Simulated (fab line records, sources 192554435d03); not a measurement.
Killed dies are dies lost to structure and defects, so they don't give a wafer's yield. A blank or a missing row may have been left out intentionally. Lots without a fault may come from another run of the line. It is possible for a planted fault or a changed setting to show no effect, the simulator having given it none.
Chamber matching | flow n5Finfet | 4 sister chambers for N5_BEOL_M15_ETCH_61 on rieDiel-03
The step etches BARC in N2/H2, target depth 89 nm, overetch 26.7 nm, time 67.9 s. 22 wafers are shown with their chamber, then 11 later ones without.

WAFERS PAIRED WITH THEIR CHAMBERS
wafer  | chamber | showerheadPlenumPTorr (Torr) | throttleValvePct (%) | drypumpMotorCurrentA (A)
L074.1 | 3       | 2.52                         | 18.12                | 5.2
L074.2 | 0       | 2.52                         | 18.20                | 5.4
L074.3 | 1       | 2.42                         | 18.15                | 6.2
L078.2 | 0       | 2.51                         | 18.21                | 5.4
L078.4 | 2       | 2.71                         | 17.69                | 5.6
L078.6 | 2       | 2.71                         | 17.70                | 5.5
L079.1 | 2       | 2.71                         | 17.69                | 5.5
L079.2 | 0       | 2.51                         | 18.22                | 5.4
L079.4 | 3       | 2.52                         | 18.13                | 5.3
L080.2 | 1       | 2.41                         | 18.17                | 6.3
L080.3 | 2       | 2.71                         | 17.69                | 5.5
L080.6 | 2       | 2.71                         | 17.70                | 5.5
L081.1 | 1       | 2.41                         | 18.17                | 6.2
L081.3 | 3       | 2.52                         | 18.14                | 5.2
L081.6 | 3       | 2.52                         | 18.14                | 5.2
L086.2 | 2       | 2.70                         | 17.71                | 5.5
L086.3 | 3       | 2.52                         | 18.15                | 5.3
L086.4 | 0       | 2.51                         | 18.25                | 5.4
L088.2 | 2       | 2.70                         | 17.72                | 5.5
L088.4 | 0       | 2.51                         | 18.26                | 5.4
L088.6 | 3       | 2.51                         | 18.15                | 5.2
L090.4 | 2       | 2.70                         | 17.73                | 5.5

SIGNATURES (averages over the wafers above)
reading               | chamber 0 | chamber 1 | chamber 2 | chamber 3 | scatter within a chamber
showerheadPlenumPTorr | 2.5120    | 2.4133    | 2.7062    | 2.5183    | 0.00482
throttleValvePct      | 18.2280   | 18.1633   | 17.7037   | 18.1383   | 0.017
drypumpMotorCurrentA  | 5.400     | 6.233     | 5.513     | 5.233     | 0.04
Rule: for each reading, subtract the chamber's mean from the wafer's reading, divide by that reading's scatter and square the result; add these up over the readings and take the root, which gives the wafer's distance from the chamber. The wafer belongs to the nearest chamber; if the next one is less than 2 further off, it can't be placed. The scatter: take each reading less its chamber's mean, square it, sum over the shown wafers, divide by the number of wafers less the number of chambers, and take the root.

WAFERS WITHOUT THEIR CHAMBER
wafer  | showerheadPlenumPTorr (Torr) | throttleValvePct (%) | drypumpMotorCurrentA (A)
L090.5 | 2.40                         | 18.20                | 6.3
L090.6 | 2.51                         | 18.16                | 5.2
L095.2 | 2.70                         | 17.75                | 5.6
L095.3 | 2.51                         | 18.19                | 5.2
L095.5 | 2.50                         | 17.75                | 5.4
L096.1 | 2.50                         | 17.78                | 5.4
L096.2 | 2.69                         | 17.77                | 5.5
L096.3 | 2.50                         | 18.19                | 5.2
L097.3 | 2.50                         | 17.77                | 5.4
L097.4 | 2.72                         | 17.80                | 6.2
L097.6 | 2.69                         | 17.77                | 5.5

THE CHAMBER EACH PASSED THROUGH
wafer  | from the rows above     | in truth
L090.5 | 1                       | 1
L090.6 | 3                       | 3
L095.2 | 2                       | 2
L095.3 | can't be placed: 3 or 0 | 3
L095.5 | 3                       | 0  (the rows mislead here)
L096.1 | 3                       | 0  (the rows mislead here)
L096.2 | 2                       | 2
L096.3 | can't be placed: 3 or 0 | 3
L097.3 | 3                       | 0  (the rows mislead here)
L097.4 | 2                       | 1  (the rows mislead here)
L097.6 | 2                       | 2
Correctly placed: 5 of 11. From these rows, 2 cannot be placed; in 2 the true chamber is one of the candidates. Wrongly placed: 4.
